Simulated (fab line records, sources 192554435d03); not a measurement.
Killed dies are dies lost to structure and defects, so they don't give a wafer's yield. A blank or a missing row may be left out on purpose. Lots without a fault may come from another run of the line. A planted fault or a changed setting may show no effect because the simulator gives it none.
Split-lot experiment | flow n5_finfet | 7 lots, 21 wafers read, on a route of 1938 steps

THE SPLIT
At N5_BEOL_M3_EXPOSE_08 (exposes mask M3), the setting dose_mj was moved away from the recipe's 33 on 7 of the 21 wafers read, by -4.8% to +7.4%. The other wafers ran this setting at the recipe's value.

FROM THE SPLIT TO THE READING: what the file shows between them, 16 steps
- N5_BEOL_M3_PEB_09: peb time 60 s
- N5_BEOL_M3_DEVELOP_10: develop time 30 s
- N5_BEOL_M3_CD_MEAS_11: target cd 17.05 nm
- N5_BEOL_M3_DESCUM_16: chemistry O2, time 7 s
- N5_BEOL_M3_ETCH_74: etches underlayer in N2/H2, target depth 6.5 nm, time 5.2 s
- N5_BEOL_M3_ETCH_63: etches SiARC in CF4, target depth 15.6 nm, time 26 s
- N5_BEOL_M3_ETCH_64: etches SOC in N2/H2, target depth 75 nm, overetch 15 nm, time 112.5 s
- N5_BEOL_M3_STRIP_65: strips in N2/H2
- N5_BEOL_M3_STRIP_75: strips in N2/H2
- N5_BEOL_M3_HM_OPEN_17: chemistry Cl2/BCl3, target TiN, target depth 20 nm, overetch 6 nm
- N5_BEOL_M3_STRIP_19: strips in O2
- N5_BEOL_M3_CD_MEAS_18: pitch 36 nm, target cd 18 nm
- N5_BEOL_M3_COAT_67: time 60 s, resist thk 60 nm
- N5_BEOL_M3_COAT_68: time 60 s, resist thk 12 nm
- N5_BEOL_M3_PRECLEAN_42: cleans in residue remover, time 60 s
- N5_BEOL_M3_SRD_43: time 30 s

THE READING
cd_nm, in nm, at N5_BEOL_M3_CD_MEAS_35 (target cd 18 nm, target cd y 21 nm). Fault-free wafers of this fab line usually give 18.0 nm, standard deviation 0.37 nm.

wafer  | tool, chamber at the split | dose_mj as run | against the recipe | cd_nm, nm | against lot-mates on the recipe
L079.3 | euv_scanner-01, 0          | 33             | recipe             | 17.8      | -
L079.5 | euv_scanner-01, 0          | 33             | recipe             | 17.9      | -
L079.6 | euv_scanner-01, 0          | 31.97          | -3.1%              | 17.0      | -0.9
L086.2 | euv_scanner-01, 0          | 35.26          | +6.8%              | 19.5      | +1.5
L086.3 | euv_scanner-01, 0          | 33             | recipe             | 17.9      | -
L086.6 | euv_scanner-01, 0          | 33             | recipe             | 18.1      | -
L088.2 | euv_scanner-02, 0          | 33             | recipe             | 17.7      | -
L088.4 | euv_scanner-02, 0          | 33             | recipe             | 17.8      | -
L088.6 | euv_scanner-02, 0          | 33             | recipe             | 17.8      | -
L091.1 | euv_scanner-01, 0          | 33             | recipe             | 18.4      | -
L091.4 | euv_scanner-01, 0          | 31.42          | -4.8%              | 16.8      | -1.7
L091.6 | euv_scanner-01, 0          | 33             | recipe             | 18.6      | -
L092.1 | euv_scanner-01, 0          | 33.82          | +2.5%              | 18.4      | -0.1
L092.3 | euv_scanner-01, 0          | 33             | recipe             | 18.5      | -
L092.6 | euv_scanner-01, 0          | 33.82          | +2.5%              | 18.8      | +0.3
L095.2 | euv_scanner-02, 0          | 35.43          | +7.4%              | 19.7      | +1.5
L095.4 | euv_scanner-02, 0          | 33             | recipe             | 17.9      | -
L095.5 | euv_scanner-02, 0          | 33             | recipe             | 18.5      | -
L097.3 | euv_scanner-02, 0          | 33             | recipe             | 19.2      | -
L097.4 | euv_scanner-02, 0          | 33             | recipe             | 18.3      | -
L097.5 | euv_scanner-02, 0          | 35.06          | +6.2%              | 19.7      | +0.9

THE FIT
A straight line over all 21 wafers: cd_nm changes by +0.235 nm for each +1% of dose_mj; r = +0.88; the points scatter about the line by 0.38 nm.
The same after taking each lot's own level away (the mean of its wafers on the recipe; 21 wafers): +0.218 nm for each +1%; r = +0.92; scatter 0.28 nm.
On that fit, the largest move of dose_mj shifts the reading by 1.6 nm.
The lots' own levels span 17.77 to 18.75 nm, that is 2.7 times the standard deviation above.
So the lot-to-lot level changes the slope little: the two slopes agree.
Check: with one of the wafers moved furthest among these (+7.4%) left out of the fit, the line predicts +1.5 nm for it against its lot-mates. It came out at +1.5 nm against them.

THE WHOLE CHAIN: every reading that the file lists as answering this split, in the file's order
step                  | what it does                                                          | reading                                                               | change (the file's fit)               | r (the file's)
N5_BEOL_M3_CD_MEAS_11 | target cd 17.05 nm                                                    | cd_nm                                                                 | +0.192 nm for each +1% of the setting | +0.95
N5_BEOL_M3_ETCH_74    | etches underlayer in N2/H2, target depth 6.5 nm, time 5.2 s           | BEOL_M3.cd_offset_nm (the simulator's own value, which no gauge read) | +0.209 nm for each +1% of the setting | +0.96
N5_BEOL_M3_ETCH_64    | etches SOC in N2/H2, target depth 75 nm, overetch 15 nm, time 112.5 s | BEOL_M3.cd_offset_nm (the simulator's own value, which no gauge read) | +0.193 nm for each +1% of the setting | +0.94
N5_BEOL_M3_CD_MEAS_18 | pitch 36 nm, target cd 18 nm                                          | cd_nm                                                                 | +0.203 nm for each +1% of the setting | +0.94
N5_BEOL_M3_CD_MEAS_35 | target cd 18 nm, target cd y 21 nm                                    | cd_nm                                                                 | +0.216 nm for each +1% of the setting | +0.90

THE FILE'S OWN FIT
cd_nm changes by +0.216 nm for each +1% of dose_mj, r = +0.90.
